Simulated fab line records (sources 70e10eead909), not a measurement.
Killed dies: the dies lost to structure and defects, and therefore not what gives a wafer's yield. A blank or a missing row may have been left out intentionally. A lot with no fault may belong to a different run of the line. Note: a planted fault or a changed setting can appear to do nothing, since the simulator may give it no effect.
Matching of chambers / flow nand_harc / NHARC_P_GATE_STRIP_108 on rie_diel-08 has 4 sister chambers
The step strips in O2. 8 wafers are shown with their chamber, then 7 later ones without.

WAFERS PAIRED WITH THEIR CHAMBERS
wafer=L076.2; chamber=3; showerhead_plenum_p_Torr (Torr)=3.66; drypump_motor_current_A (A)=5.3
wafer=L076.5; chamber=3; showerhead_plenum_p_Torr (Torr)=3.66; drypump_motor_current_A (A)=5.3
wafer=L082.5; chamber=2; showerhead_plenum_p_Torr (Torr)=3.66; drypump_motor_current_A (A)=5.9
wafer=L086.1; chamber=0; showerhead_plenum_p_Torr (Torr)=3.36; drypump_motor_current_A (A)=6.1
wafer=L086.2; chamber=1; showerhead_plenum_p_Torr (Torr)=3.46; drypump_motor_current_A (A)=5.0
wafer=L086.6; chamber=2; showerhead_plenum_p_Torr (Torr)=3.65; drypump_motor_current_A (A)=5.9
wafer=L087.1; chamber=0; showerhead_plenum_p_Torr (Torr)=3.36; drypump_motor_current_A (A)=6.1
wafer=L087.3; chamber=1; showerhead_plenum_p_Torr (Torr)=3.46; drypump_motor_current_A (A)=5.1

WAFERS MISSING THEIR CHAMBER
wafer=L087.5; showerhead_plenum_p_Torr (Torr)=3.46; drypump_motor_current_A (A)=5.0
wafer=L088.1; showerhead_plenum_p_Torr (Torr)=3.46; drypump_motor_current_A (A)=5.0
wafer=L088.4; showerhead_plenum_p_Torr (Torr)=3.65; drypump_motor_current_A (A)=5.3
wafer=L088.5; showerhead_plenum_p_Torr (Torr)=3.46; drypump_motor_current_A (A)=5.0
wafer=L089.1; showerhead_plenum_p_Torr (Torr)=3.36; drypump_motor_current_A (A)=6.1
wafer=L089.3; showerhead_plenum_p_Torr (Torr)=3.46; drypump_motor_current_A (A)=5.0
wafer=L089.6; showerhead_plenum_p_Torr (Torr)=3.46; drypump_motor_current_A (A)=5.1

CHAMBER TAKEN BY EACH
wafer=L087.5; from the rows above=1; in truth=1
wafer=L088.1; from the rows above=1; in truth=1
wafer=L088.4; from the rows above=3; in truth=3
wafer=L088.5; from the rows above=1; in truth=1
wafer=L089.1; from the rows above=0; in truth=0
wafer=L089.3; from the rows above=1; in truth=1
wafer=L089.6; from the rows above=1; in truth=1
Placed correctly: 7 of 7. Can't be placed from these rows: 0. Placed wrongly: 0.
How it was worked out, from the rows above alone: a wafer's distance from a chamber is the root of the sum, over the readings, of the square of ((its reading less the chamber's mean) divided by the reading's scatter). If the next closest chamber is less than 2 further off than the closest, the wafer can't be placed; otherwise it belongs to the closest. Each chamber's mean is taken over the wafers shown for it. The scatter: the root of (the sum of the squares of (reading less its chamber's mean) over the shown wafers, divided by (wafers less chambers)).
